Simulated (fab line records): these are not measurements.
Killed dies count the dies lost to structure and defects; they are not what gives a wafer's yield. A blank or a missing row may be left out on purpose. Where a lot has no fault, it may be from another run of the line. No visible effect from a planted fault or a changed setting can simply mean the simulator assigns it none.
Chamber matching :: flow n5 finfet :: rie diel-03 running N5_DUMMY_GATE_STRIP_48: 4 sister chambers
The step strips in N2/H2, time 20 s. 16 wafers are shown with their chamber, then 8 later ones without.

WAFERS, EACH WITH ITS CHAMBER
wafer: L077.4
chamber: 1
showerhead plenum p Torr (Torr): 3.43
drypump motor current A (A): 5.1
throttle valve pct (%): 11.88

wafer: L077.5
chamber: 2
showerhead plenum p Torr (Torr): 3.49
drypump motor current A (A): 5.7
throttle valve pct (%): 11.97

wafer: L077.6
chamber: 3
showerhead plenum p Torr (Torr): 3.40
drypump motor current A (A): 5.4
throttle valve pct (%): 12.40

wafer: L078.1
chamber: 0
showerhead plenum p Torr (Torr): 3.33
drypump motor current A (A): 6.3
throttle valve pct (%): 12.35

wafer: L078.3
chamber: 1
showerhead plenum p Torr (Torr): 3.43
drypump motor current A (A): 5.1
throttle valve pct (%): 11.89

wafer: L078.4
chamber: 2
showerhead plenum p Torr (Torr): 3.49
drypump motor current A (A): 5.8
throttle valve pct (%): 11.96

wafer: L080.2
chamber: 2
showerhead plenum p Torr (Torr): 3.49
drypump motor current A (A): 5.8
throttle valve pct (%): 11.98

wafer: L080.3
chamber: 3
showerhead plenum p Torr (Torr): 3.40
drypump motor current A (A): 5.5
throttle valve pct (%): 12.40

wafer: L080.6
chamber: 0
showerhead plenum p Torr (Torr): 3.33
drypump motor current A (A): 6.3
throttle valve pct (%): 12.37

wafer: L085.1
chamber: 3
showerhead plenum p Torr (Torr): 3.39
drypump motor current A (A): 5.4
throttle valve pct (%): 12.42

wafer: L085.2
chamber: 2
showerhead plenum p Torr (Torr): 3.49
drypump motor current A (A): 5.8
throttle valve pct (%): 12.00

wafer: L085.3
chamber: 1
showerhead plenum p Torr (Torr): 3.42
drypump motor current A (A): 5.2
throttle valve pct (%): 11.93

wafer: L086.4
chamber: 3
showerhead plenum p Torr (Torr): 3.39
drypump motor current A (A): 5.4
throttle valve pct (%): 12.42

wafer: L086.5
chamber: 1
showerhead plenum p Torr (Torr): 3.42
drypump motor current A (A): 5.2
throttle valve pct (%): 11.94

wafer: L086.6
chamber: 2
showerhead plenum p Torr (Torr): 3.48
drypump motor current A (A): 5.8
throttle valve pct (%): 12.02

wafer: L089.3
chamber: 3
showerhead plenum p Torr (Torr): 3.39
drypump motor current A (A): 5.4
throttle valve pct (%): 12.44

SIGNATURES, as means of the wafers listed above
reading: showerhead plenum p Torr
chamber 0: 3.3300
chamber 1: 3.4250
chamber 2: 3.4880
chamber 3: 3.3940
scatter within a chamber: 0.005

reading: drypump motor current A
chamber 0: 6.300
chamber 1: 5.150
chamber 2: 5.780
chamber 3: 5.420
scatter within a chamber: 0.0465

reading: throttle valve pct
chamber 0: 12.3600
chamber 1: 11.9100
chamber 2: 11.9860
chamber 3: 12.4160
scatter within a chamber: 0.0228
Rule: for each reading, subtract the chamber's mean from the wafer's reading, divide by that reading's scatter and square the result; add these up over the readings and take the root, which gives the wafer's distance from the chamber. The wafer belongs to the nearest chamber; if the next one is less than 2 further off, it can't be placed. The scatter is the square root of a quotient: the sum, over the shown wafers, of each reading's squared deviation from its chamber's mean, divided by wafers minus chambers.

WAFERS WITHOUT THEIR CHAMBER
wafer: L089.4
showerhead plenum p Torr (Torr): 3.42
drypump motor current A (A): 5.2
throttle valve pct (%): 11.96

wafer: L089.5
showerhead plenum p Torr (Torr): 3.32
drypump motor current A (A): 6.2
throttle valve pct (%): 11.76

wafer: L095.2
showerhead plenum p Torr (Torr): 3.39
drypump motor current A (A): 5.5
throttle valve pct (%): 12.47

wafer: L095.3
showerhead plenum p Torr (Torr): 3.41
drypump motor current A (A): 5.1
throttle valve pct (%): 11.97

wafer: L095.6
showerhead plenum p Torr (Torr): 3.48
drypump motor current A (A): 5.8
throttle valve pct (%): 12.06

wafer: L097.1
showerhead plenum p Torr (Torr): 3.41
drypump motor current A (A): 5.1
throttle valve pct (%): 11.99

wafer: L097.3
showerhead plenum p Torr (Torr): 3.47
drypump motor current A (A): 5.8
throttle valve pct (%): 12.08

wafer: L097.6
showerhead plenum p Torr (Torr): 3.47
drypump motor current A (A): 5.8
throttle valve pct (%): 12.06

WHICH CHAMBER EACH ONE RAN IN
wafer: L089.4
from the rows above: 1
in truth: 1

wafer: L089.5
from the rows above: 0
in truth: 0

wafer: L095.2
from the rows above: 3
in truth: 3

wafer: L095.3
from the rows above: 1
in truth: 1

wafer: L095.6
from the rows above: 2
in truth: 2

wafer: L097.1
from the rows above: 1
in truth: 1

wafer: L097.3
from the rows above: 2
in truth: 2

wafer: L097.6
from the rows above: 2
in truth: 2
8 of 8 placed correctly. Can't be placed from these rows: 0. Placed wrongly: 0.
